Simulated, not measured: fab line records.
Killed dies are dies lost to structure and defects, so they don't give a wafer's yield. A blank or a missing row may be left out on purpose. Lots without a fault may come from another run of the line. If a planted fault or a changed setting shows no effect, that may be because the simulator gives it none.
Chamber matching    flow nand harc    rie diel-06 running NHARC_A_M0_DESCUM_14: 4 sister chambers
The step chemistry O2, time 3 s. 24 wafers are shown with their chamber, then 12 later ones without.

## WAFERS WITH THEIR CHAMBER
wafer   chamber  showerhead plenum p Torr (Torr)  oes product au (a.u.)  throttle valve pct (%)
L074.2  3        1.91                             0.992                  11.310
L074.3  1        2.02                             1.016                  11.311
L074.5  2        1.89                             0.993                  11.322
L077.2  1        2.02                             1.004                  11.316
L077.3  2        1.89                             1.001                  11.306
L077.6  0        2.04                             0.989                  11.313
L075.2  2        1.89                             1.009                  11.308
L075.3  3        1.91                             0.995                  11.306
L075.4  0        2.04                             1.000                  11.309
L076.1  1        2.02                             1.005                  11.308
L076.3  0        2.04                             0.993                  11.307
L076.6  1        2.02                             1.008                  11.298
L084.3  0        2.04                             1.005                  11.304
L084.4  2        1.89                             1.006                  11.326
L084.6  0        2.04                             1.009                  11.310
L080.4  2        1.89                             1.024                  11.306
L080.5  2        1.89                             1.008                  11.326
L080.6  1        2.02                             1.024                  11.318
L082.1  2        1.89                             0.996                  11.321
L082.4  1        2.02                             1.017                  11.300
L082.5  1        2.02                             1.017                  11.312
L086.2  1        2.02                             1.014                  11.300
L086.3  3        1.90                             1.002                  11.303
L086.5  1        2.01                             1.012                  11.323

SIGNATURES (averages over the wafers above)
reading                   chamber 0  chamber 1  chamber 2  chamber 3  scatter within a chamber
showerhead plenum p Torr  2.0400     2.0189     1.8900     1.9067     0.00279
oes product au            0.99920    1.01300    1.00529    0.99633    0.00802
throttle valve pct        11.30860   11.30956   11.31643   11.30633   0.00779
Rule: distance of a wafer from a chamber = root of the sum over the readings of ((wafer's reading minus chamber's mean) / reading's scatter) squared. The wafer belongs to the nearest chamber; if the next one is less than 2 further off, it can't be placed. The scatter: the root of (the sum of the squares of (reading less its chamber's mean) over the shown wafers, divided by (wafers less chambers)).

## WAFERS MISSING THEIR CHAMBER
wafer   showerhead plenum p Torr (Torr)  oes product au (a.u.)  throttle valve pct (%)
L087.4  1.89                             0.995                  11.307
L087.5  2.02                             1.003                  11.331
L087.6  1.89                             0.998                  11.302
L092.3  1.90                             0.978                  11.318
L092.4  2.01                             1.009                  11.306
L092.6  1.90                             0.983                  11.310
L094.4  1.90                             0.994                  11.304
L094.5  1.89                             0.993                  11.313
L094.6  2.01                             1.021                  11.321
L095.1  2.01                             1.013                  11.298
L095.5  2.01                             1.009                  11.315
L095.6  2.04                             1.007                  11.320

## THE CHAMBER EACH PASSED THROUGH
wafer   from the rows above      in truth
L087.4  2                        2
L087.5  1                        1
L087.6  2                        2
L092.3  can't be placed: 3 or 2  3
L092.4  1                        1
L092.6  can't be placed: 3 or 2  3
L094.4  can't be placed: 3 or 2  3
L094.5  2                        2
L094.6  1                        1
L095.1  1                        1
L095.5  1                        1
L095.6  0                        0
Placed correctly: 9 of 12. Unplaceable from these rows: 3, with the true chamber sitting among the candidates in 3. Wrongly placed: 0.
